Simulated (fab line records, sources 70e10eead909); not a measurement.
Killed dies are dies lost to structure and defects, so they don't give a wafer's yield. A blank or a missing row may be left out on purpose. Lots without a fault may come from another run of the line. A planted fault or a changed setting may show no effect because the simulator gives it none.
Which tool did it? | flow nand_harc | 24 lots, 72 wafers sampled, at 4 steps of a route of 1302

WHAT THE GAUGES READ, wafer by wafer
NHARC_P_M0_OVL_MEAS_10: pitch 180 nm.
lot  | measured     | on         | overlay_x_nm (nm) | overlay_y_nm (nm)
L075 | day 6 05:48  | overlay-01 | -0.1 -0.3 0.3     | 1.1 0.0 0.3
L074 | day 6 06:36  | overlay-01 | 0.3 0.4 0.2       | -0.1 0.0 0.0
L076 | day 7 02:19  | overlay-01 | 0.3 0.6 -0.1      | -1.6 -1.2 -1.4
L077 | day 7 16:26  | overlay-02 | -0.3 -0.7 -0.8    | -1.7 -2.2 -2.4
L078 | day 7 17:44  | overlay-02 | 0.5 0.5 0.5       | -0.2 0.3 0.0
L079 | day 7 23:07  | overlay-01 | -2.2 -1.6 -2.0    | 0.2 0.8 0.9
L080 | day 8 19:31  | overlay-02 | 0.9 1.4 1.4       | -0.3 -0.6 -0.2
L081 | day 8 23:31  | overlay-01 | 0.0 0.7 -0.2      | -1.2 0.0 -0.5
L082 | day 9 08:11  | overlay-01 | 0.2 0.0 0.4       | 1.1 0.7 1.1
L083 | day 9 17:05  | overlay-01 | 0.4 0.2 0.0       | -1.0 -1.5 -1.5
L084 | day 10 11:20 | overlay-01 | -1.1 -0.3 -1.0    | -0.1 0.0 0.0
L085 | day 10 12:31 | overlay-01 | -1.0 -1.0 -1.5    | -0.9 -0.8 -1.0
L086 | day 11 05:34 | overlay-02 | -0.7 -0.8 -0.6    | 0.9 0.8 0.9
L087 | day 11 17:43 | overlay-01 | 1.0 0.8 0.2       | -0.2 -0.1 -0.1
L089 | day 12 06:37 | overlay-01 | -0.1 0.3 -0.6     | 0.7 0.2 0.3
L088 | day 12 07:17 | overlay-02 | -1.6 -1.5 -2.0    | -1.4 -1.7 -1.2
L090 | day 12 18:08 | overlay-02 | 0.0 -0.3 0.3      | 0.9 0.6 0.3
L091 | day 12 22:54 | overlay-01 | -1.3 -1.3 -1.1    | 0.0 0.2 1.3
L092 | day 13 13:36 | overlay-01 | 1.1 0.7 0.4       | 0.3 0.3 0.1
L093 | day 14 04:29 | overlay-02 | 0.1 -0.4 -0.5     | -1.0 -0.6 -0.7
L094 | day 14 09:28 | overlay-02 | -0.2 0.2 0.6      | -0.2 1.1 -0.2
L095 | day 14 15:33 | overlay-01 | -0.7 -0.6 -0.5    | 0.8 1.0 1.0
L096 | day 15 12:29 | overlay-01 | -0.2 -0.1 -0.4    | -0.1 -0.5 0.0
L097 | day 15 13:12 | overlay-02 | -0.8 -0.7 -0.1    | 0.6 0.4 0.6

WHICH TOOL RAN EACH LOT (tool, then ch and the chambers of the sampled wafers, then the start)
lot  | NHARC_P_GATE_STRIP_113               | NHARC_P_GATE_RTA_64              | NHARC_P_CONTACT_PVD_32
L075 | plasma_asher-02 ch 0, day 5 21:38    | rtp_anneal-01 ch 0, day 5 22:50  | pvd_sputter-01, day 6 05:48 or earlier
L074 | plasma_asher-01 ch 0,1, day 5 22:31  | rtp_anneal-02 ch 0, day 5 23:37  | pvd_sputter-03, day 6 06:36 or earlier
L076 | plasma_asher-02 ch 1, day 6 17:38    | rtp_anneal-02 ch 0, day 6 18:54  | pvd_sputter-01, day 7 02:19 or earlier
L077 | plasma_asher-01 ch 0,1, day 7 08:29  | rtp_anneal-02 ch 0, day 7 09:28  | pvd_sputter-02, day 7 16:26 or earlier
L078 | plasma_asher-01 ch 0,1, day 7 08:55  | rtp_anneal-01 ch 0, day 7 10:11  | pvd_sputter-02, day 7 17:44 or earlier
L079 | plasma_asher-01 ch 0,1, day 7 14:55  | rtp_anneal-01 ch 0, day 7 16:04  | pvd_sputter-01, day 7 23:07 or earlier
L080 | plasma_asher-01 ch 0, day 8 11:13    | rtp_anneal-01 ch 0, day 8 12:30  | pvd_sputter-01, day 8 19:31 or earlier
L081 | plasma_asher-01 ch 0,1, day 8 15:20  | rtp_anneal-02 ch 0, day 8 16:31  | pvd_sputter-03, day 8 23:31 or earlier
L082 | plasma_asher-02 ch 0,1, day 8 23:47  | rtp_anneal-01 ch 0, day 9 00:56  | pvd_sputter-03, day 9 08:11 or earlier
L083 | plasma_asher-01 ch 0,1, day 9 08:48  | rtp_anneal-01 ch 0, day 9 09:59  | pvd_sputter-03, day 9 17:05 or earlier
L084 | plasma_asher-02 ch 0,1, day 10 02:20 | rtp_anneal-02 ch 0, day 10 03:37 | pvd_sputter-01, day 10 11:20 or earlier
L085 | plasma_asher-02 ch 0,1, day 10 04:20 | rtp_anneal-01 ch 0, day 10 05:29 | pvd_sputter-01, day 10 12:31 or earlier
L086 | plasma_asher-02 ch 0,1, day 10 21:16 | rtp_anneal-02 ch 0, day 10 22:28 | pvd_sputter-01, day 11 05:34 or earlier
L087 | plasma_asher-01 ch 0,1, day 11 08:47 | rtp_anneal-01 ch 0, day 11 10:05 | pvd_sputter-03, day 11 17:43 or earlier
L089 | plasma_asher-01 ch 0,1, day 11 22:19 | rtp_anneal-01 ch 0, day 11 23:25 | pvd_sputter-02, day 12 06:37 or earlier
L088 | plasma_asher-02 ch 0,1, day 11 22:58 | rtp_anneal-01 ch 0, day 12 00:15 | pvd_sputter-01, day 12 07:17 or earlier
L090 | plasma_asher-01 ch 0,1, day 12 09:52 | rtp_anneal-02 ch 0, day 12 11:08 | pvd_sputter-03, day 12 18:08 or earlier
L091 | plasma_asher-02 ch 0,1, day 12 14:51 | rtp_anneal-02 ch 0, day 12 15:58 | pvd_sputter-03, day 12 22:54 or earlier
L092 | plasma_asher-01 ch 1, day 13 05:05   | rtp_anneal-02 ch 0, day 13 06:22 | pvd_sputter-03, day 13 13:36 or earlier
L093 | plasma_asher-01 ch 0,1, day 13 20:29 | rtp_anneal-01 ch 0, day 13 21:30 | pvd_sputter-01, day 14 02:10
L094 | plasma_asher-01 ch 0,1, day 14 01:21 | rtp_anneal-02 ch 0, day 14 02:33 | pvd_sputter-03, day 14 09:28 or earlier
L095 | plasma_asher-02 ch 0,1, day 14 07:04 | rtp_anneal-01 ch 0, day 14 08:21 | pvd_sputter-03, day 14 15:33 or earlier
L096 | plasma_asher-01 ch 0,1, day 15 04:18 | rtp_anneal-01 ch 0, day 15 05:26 | pvd_sputter-02, day 15 12:29 or earlier
L097 | plasma_asher-02 ch 0,1, day 15 04:38 | rtp_anneal-02 ch 0, day 15 05:58 | pvd_sputter-03, day 15 13:12 or earlier
- NHARC_P_GATE_STRIP_113: strips in N2/H2, time 740 s.
- NHARC_P_GATE_RTA_64: time 1 s.
- NHARC_P_CONTACT_PVD_32: deposits Ti, target thk 5 nm, time 17.7 s.

WHAT THE TOOLS THEMSELVES READ (means of the sampled wafers that have a number; where no wafer has one, the mark that the record gives instead)
NHARC_P_GATE_STRIP_113.
lot  | tool            | drypump_motor_current_A (A) | heater_power_w (W)
L075 | plasma_asher-02 | 4.8                         | 86
L074 | plasma_asher-01 | 5.4                         | 80
L076 | plasma_asher-02 | 6.0                         | 86
L077 | plasma_asher-01 | 5.3                         | 80
L078 | plasma_asher-01 | 5.3                         | 79
L079 | plasma_asher-01 | 5.3                         | 81
L080 | plasma_asher-01 | 5.3                         | 78
L081 | plasma_asher-01 | 5.3                         | 86
L082 | plasma_asher-02 | 5.6                         | 85
L083 | plasma_asher-01 | 5.3                         | 86
L084 | plasma_asher-02 | 5.2                         | 86
L085 | plasma_asher-02 | 5.6                         | 86
L086 | plasma_asher-02 | 5.2                         | 86
L087 | plasma_asher-01 | 5.3                         | 81
L089 | plasma_asher-01 | 5.3                         | 86
L088 | plasma_asher-02 | 5.6                         | 90
L090 | plasma_asher-01 | 5.3                         | 86
L091 | plasma_asher-02 | 5.6                         | 89
L092 | plasma_asher-01 | 5.3                         | 89
L093 | plasma_asher-01 | 5.3                         | 86
L094 | plasma_asher-01 | 5.3                         | 85
L095 | plasma_asher-02 | 5.2                         | 85
L096 | plasma_asher-01 | 5.3                         | 85
L097 | plasma_asher-02 | 5.2                         | 85

NHARC_P_GATE_RTA_64.
lot  | tool          | lamp_power_pct (%) | lamp_zone_6_pct (%) | lamp_zone_7_pct (%) | wafer_temp_C_max
L075 | rtp_anneal-01 | 36                 | 36                  | 36                  | 1056.4
L074 | rtp_anneal-02 | 28                 | 28                  | 29                  | 1055.8
L076 | rtp_anneal-02 | 28                 | 28                  | 29                  | 1054.2
L077 | rtp_anneal-02 | 28                 | 28                  | 29                  | 1055.8
L078 | rtp_anneal-01 | 36                 | 36                  | 36                  | 1055.2
L079 | rtp_anneal-01 | 36                 | 36                  | 36                  | 1054.4
L080 | rtp_anneal-01 | 36                 | 36                  | 36                  | 1055.8
L081 | rtp_anneal-02 | 28                 | 28                  | 29                  | 1056.2
L082 | rtp_anneal-01 | 36                 | 36                  | 36                  | 1055.1
L083 | rtp_anneal-01 | 36                 | 36                  | 36                  | 1055.1
L084 | rtp_anneal-02 | 28                 | 28                  | 29                  | 1054.7
L085 | rtp_anneal-01 | 36                 | 36                  | 36                  | 1054.6
L086 | rtp_anneal-02 | 28                 | 28                  | 29                  | 1055.8
L087 | rtp_anneal-01 | 36                 | 36                  | 36                  | 1056.5
L089 | rtp_anneal-01 | 36                 | 36                  | 36                  | 1054.7
L088 | rtp_anneal-01 | 36                 | 36                  | 36                  | 1055.6
L090 | rtp_anneal-02 | 28                 | 28                  | 29                  | 1056.1
L091 | rtp_anneal-02 | 28                 | 28                  | 29                  | 1056.2
L092 | rtp_anneal-02 | 28                 | 28                  | 29                  | 1055.5
L093 | rtp_anneal-01 | 36                 | 36                  | 36                  | 1055.2
L094 | rtp_anneal-02 | 28                 | 28                  | 29                  | 1055.6
L095 | rtp_anneal-01 | 36                 | 36                  | 36                  | 1054.9
L096 | rtp_anneal-01 | 36                 | 36                  | 36                  | 1055.8
L097 | rtp_anneal-02 | 28                 | 28                  | 29                  | 1055.4

NHARC_P_CONTACT_PVD_32.
lot  | tool           | substrate_temp_c (C) | throttle_valve_pct (%)
L075 | pvd_sputter-01 | 200.15               | 30.0
L074 | pvd_sputter-03 | 199.92               | 30.8
L076 | pvd_sputter-01 | 199.97               | 30.3
L077 | pvd_sputter-02 | 200.07               | 29.2
L078 | pvd_sputter-02 | 200.00               | 29.3
L079 | pvd_sputter-01 | 200.03               | 30.5
L080 | pvd_sputter-01 | 199.97               | 29.9
L081 | pvd_sputter-03 | 200.03               | 30.6
L082 | pvd_sputter-03 | 200.01               | 30.4
L083 | pvd_sputter-03 | 200.00               | 30.7
L084 | pvd_sputter-01 | 200.18               | 30.2
L085 | pvd_sputter-01 | 200.06               | 30.4
L086 | pvd_sputter-01 | 200.08               | 30.4
L087 | pvd_sputter-03 | 199.97               | 30.6
L089 | pvd_sputter-02 | 199.98               | 29.4
L088 | pvd_sputter-01 | 200.01               | 30.9
L090 | pvd_sputter-03 | 200.02               | 30.4
L091 | pvd_sputter-03 | 199.95               | 30.5
L092 | pvd_sputter-03 | 200.07               | 30.4
L093 | pvd_sputter-01 | 200.09               | 30.6
L094 | pvd_sputter-03 | 200.06               | 30.3
L095 | pvd_sputter-03 | 199.94               | 30.1
L096 | pvd_sputter-02 | 200.05               | 30.0
L097 | pvd_sputter-03 | 200.21               | 30.3

THE ANSWER, worked out from the rows above alone
Rule: what is usual is taken from the lots themselves. Put in order of their means at a reading, lots are off if they are a third of the lots or fewer, leave a main group of 4 or more, and stand apart from it by a gap of 3 or more times the standard deviation of the main group's means; of several such gaps the widest counts. A main group whose means are all the same, to the digits that the tables above print for the reading, isn't used. A lot without any number at a reading at which 4 lots or more have one is off too. The other lots that the step has rows for count as sound. The gauges are gone through in route order, then the tools' own readings, and for those a lot's mean is taken as printed above. The first step at which some lot is off is used, and at that step the reading that is off furthest; a lot without a number counts as furthest.
No lot is off at any reading shown: from this, nothing can be told.

WHAT THE SIMULATOR HAD PUT IN
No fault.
